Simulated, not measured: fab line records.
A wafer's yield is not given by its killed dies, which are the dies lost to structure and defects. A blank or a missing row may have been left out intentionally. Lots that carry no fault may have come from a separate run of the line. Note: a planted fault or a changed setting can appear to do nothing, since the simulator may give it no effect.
Matching of chambers / flow nandHarc / rieDiel-03 running NHARC_A_CONTACT_ETCH_88: 4 sister chambers
The step etches the open film in CF4, target depth 39 nm, time 65 s. 8 wafers are shown with their chamber, then 11 later ones without.

== WAFERS WITH THEIR CHAMBER ==
wafer=L080.4; chamber=3; showerheadPlenumPTorr (Torr)=1.72; rfVppV (V)=149.4
wafer=L085.1; chamber=0; showerheadPlenumPTorr (Torr)=1.75; rfVppV (V)=151.5
wafer=L085.4; chamber=1; showerheadPlenumPTorr (Torr)=1.66; rfVppV (V)=149.3
wafer=L085.5; chamber=2; showerheadPlenumPTorr (Torr)=1.85; rfVppV (V)=152.3
wafer=L086.1; chamber=3; showerheadPlenumPTorr (Torr)=1.71; rfVppV (V)=150.3
wafer=L086.4; chamber=0; showerheadPlenumPTorr (Torr)=1.75; rfVppV (V)=152.2
wafer=L086.6; chamber=1; showerheadPlenumPTorr (Torr)=1.66; rfVppV (V)=149.5
wafer=L093.1; chamber=2; showerheadPlenumPTorr (Torr)=1.85; rfVppV (V)=151.8

== WAFERS WITHOUT THEIR CHAMBER ==
wafer=L093.2; showerheadPlenumPTorr (Torr)=1.75; rfVppV (V)=151.4
wafer=L093.6; showerheadPlenumPTorr (Torr)=1.85; rfVppV (V)=151.9
wafer=L089.1; showerheadPlenumPTorr (Torr)=1.75; rfVppV (V)=151.2
wafer=L089.2; showerheadPlenumPTorr (Torr)=1.71; rfVppV (V)=151.0
wafer=L089.5; showerheadPlenumPTorr (Torr)=1.71; rfVppV (V)=151.2
wafer=L091.1; showerheadPlenumPTorr (Torr)=1.65; rfVppV (V)=150.1
wafer=L091.4; showerheadPlenumPTorr (Torr)=1.71; rfVppV (V)=150.4
wafer=L091.6; showerheadPlenumPTorr (Torr)=1.71; rfVppV (V)=150.7
wafer=L092.1; showerheadPlenumPTorr (Torr)=1.65; rfVppV (V)=149.3
wafer=L092.3; showerheadPlenumPTorr (Torr)=1.75; rfVppV (V)=151.5
wafer=L092.4; showerheadPlenumPTorr (Torr)=1.85; rfVppV (V)=152.2

== THE CHAMBER EACH PASSED THROUGH ==
wafer=L093.2; from the rows above=0; in truth=0
wafer=L093.6; from the rows above=2; in truth=2
wafer=L089.1; from the rows above=0; in truth=0
wafer=L089.2; from the rows above=3; in truth=3
wafer=L089.5; from the rows above=3; in truth=3
wafer=L091.1; from the rows above=1; in truth=1
wafer=L091.4; from the rows above=3; in truth=3
wafer=L091.6; from the rows above=3; in truth=3
wafer=L092.1; from the rows above=1; in truth=1
wafer=L092.3; from the rows above=0; in truth=0
wafer=L092.4; from the rows above=2; in truth=2
Placed correctly: 11 of 11. Number that these rows cannot place: 0. 0 placed wrongly.
How it was worked out, from the rows above alone: a wafer's distance from a chamber is the root of the sum, over the readings, of the square of ((its reading less the chamber's mean) divided by the reading's scatter). If the next closest chamber is less than 2 further off than the closest, the wafer can't be placed; otherwise it belongs to the closest. Each chamber's mean is taken over the wafers shown for it. The scatter: the root of (the sum of the squares of (reading less its chamber's mean) over the shown wafers, divided by (wafers less chambers)).
